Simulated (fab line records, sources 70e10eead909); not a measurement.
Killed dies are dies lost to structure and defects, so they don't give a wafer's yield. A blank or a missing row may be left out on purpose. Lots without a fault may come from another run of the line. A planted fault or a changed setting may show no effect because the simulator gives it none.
Which tool did it? | flow nand_harc | 12 lots, 36 wafers sampled, at 3 steps of a route of 1159

WHAT THE GAUGES READ, wafer by wafer
NHARC_P_STI_INSPECT_25.
lot  | measured    | on                | raw_defect_count
L203 | day 3 20:29 | defect_inspect-02 | 538 367 276
L202 | day 3 20:30 | defect_inspect-01 | 507 231 320
L204 | day 4 09:50 | defect_inspect-02 | 169 173 286
L205 | day 4 09:50 | defect_inspect-01 | 310 236 265
L207 | day 4 19:55 | defect_inspect-01 | 369 338 227
L209 | day 5 14:50 | defect_inspect-02 | 344 200 277
L211 | day 5 23:11 | defect_inspect-02 | 128 297 132
L212 | day 6 04:02 | defect_inspect-02 | 270 423 252
L218 | day 7 15:58 | defect_inspect-02 | 785 672 741 786 657 754
L220 | day 8 07:29 | defect_inspect-02 | 671 721 1011 670 703 996
L223 | day 9 02:50 | defect_inspect-02 | 311 282 275
L225 | day 9 11:57 | defect_inspect-02 | 382 193 276

NHARC_P_GATE_INSPECT_28.
lot  | measured     | on                | raw_defect_count
L203 | day 4 20:14  | defect_inspect-02 | 9 7 8
L202 | day 4 20:25  | defect_inspect-01 | 5 8 4
L204 | day 5 07:46  | defect_inspect-01 | 6 7 16
L205 | day 5 08:37  | defect_inspect-01 | 10 6 4
L207 | day 5 17:52  | defect_inspect-02 | 7 12 2
L209 | day 6 17:46  | defect_inspect-01 | 4 5 13
L211 | day 6 23:14  | defect_inspect-01 | 10 8 3
L212 | day 7 03:30  | defect_inspect-01 | 6 8 9
L218 | day 8 15:53  | defect_inspect-01 | 450 454 436 450 461 439
L220 | day 9 08:22  | defect_inspect-01 | 509 453 432 498 457 434
L223 | day 10 00:19 | defect_inspect-01 | 8 9 11
L225 | day 10 13:44 | defect_inspect-01 | 9 9 6

WHICH TOOL RAN EACH LOT (tool, then ch and the chambers of the sampled wafers, then the start)
lot  | NHARC_P_STI_CMP_21
L203 | cmp-01 ch 2,3, day 3 12:03
L202 | cmp-02 ch 1,3, day 3 12:05
L204 | cmp-02 ch 0,1, day 4 01:04
L205 | cmp-03 ch 0,1,2, day 4 01:04
L207 | cmp-03 ch 0,1,3, day 4 10:40
L209 | cmp-02 ch 0,3, day 5 04:29
L211 | cmp-02 ch 1,2,3, day 5 13:20
L212 | cmp-01 ch 0,1,3, day 5 19:32
L218 | cmp-03 ch 0,2,3, day 7 07:34
L220 | cmp-03 ch 1,2, day 7 20:03
L223 | cmp-01 ch 0,3, day 8 18:27
L225 | cmp-01 ch 2,3, day 9 02:10
- NHARC_P_STI_CMP_21: polishes, t overpolish 20 s, target thk 380.67 nm.

WHAT THE TOOLS THEMSELVES READ (means of the sampled wafers that have a number; where no wafer has one, the mark that the record gives instead)
NHARC_P_STI_CMP_21.
lot  | tool   | motor_current_A (A) | overpolish_run_s (s)
L203 | cmp-01 | 13.1                | 20.002
L202 | cmp-02 | 12.4                | 20.000
L204 | cmp-02 | 11.4                | 19.992
L205 | cmp-03 | 12.9                | 20.002
L207 | cmp-03 | 13.2                | 20.007
L209 | cmp-02 | 11.8                | 19.991
L211 | cmp-02 | 12.1                | 20.001
L212 | cmp-01 | 12.7                | 19.990
L218 | cmp-03 | 13.2                | 20.011
L220 | cmp-03 | 12.3                | 19.992
L223 | cmp-01 | 12.6                | 20.001
L225 | cmp-01 | 12.0                | 20.002

THE ANSWER, worked out from the rows above alone
Rule: what is usual is taken from the lots themselves. Put in order of their means at a reading, lots are off if they are a third of the lots or fewer, leave a main group of 4 or more, and stand apart from it by a gap of 3 or more times the standard deviation of the main group's means; of several such gaps the widest counts. A main group whose means are all the same, to the digits that the tables above print for the reading, isn't used. A lot without any number at a reading at which 4 lots or more have one is off too. The other lots that the step has rows for count as sound. The gauges are gone through in route order, then the tools' own readings, and for those a lot's mean is taken as printed above. The first step at which some lot is off is used, and at that step the reading that is off furthest; a lot without a number counts as furthest.
Off: L218, L220, at NHARC_P_STI_INSPECT_25 (raw_defect_count). The main group: mean 288, standard deviation 58.
A tool fits if, at a process step before that reading, it ran every lot that is off, and no sound lot after the first of them. The gauges at NHARC_P_STI_INSPECT_25 aren't tried: what is off there is off at NHARC_P_GATE_INSPECT_28 too, on other tools, and a gauge's error can't cause that. One fits: cmp-03 at NHARC_P_STI_CMP_21. Its last sound lot is L207 (day 4 10:40), its first lot that is off L218 (day 7 07:34): a fault that began between those two fits.

WHAT THE SIMULATOR HAD PUT IN
Chamber particle source: cmp-03, from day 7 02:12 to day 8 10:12, at NHARC_P_STI_CMP_21. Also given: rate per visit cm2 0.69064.
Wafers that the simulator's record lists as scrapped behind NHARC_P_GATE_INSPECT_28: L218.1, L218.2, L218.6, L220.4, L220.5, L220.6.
Lots struck among those shown: L218, L220. The rule above found the same.
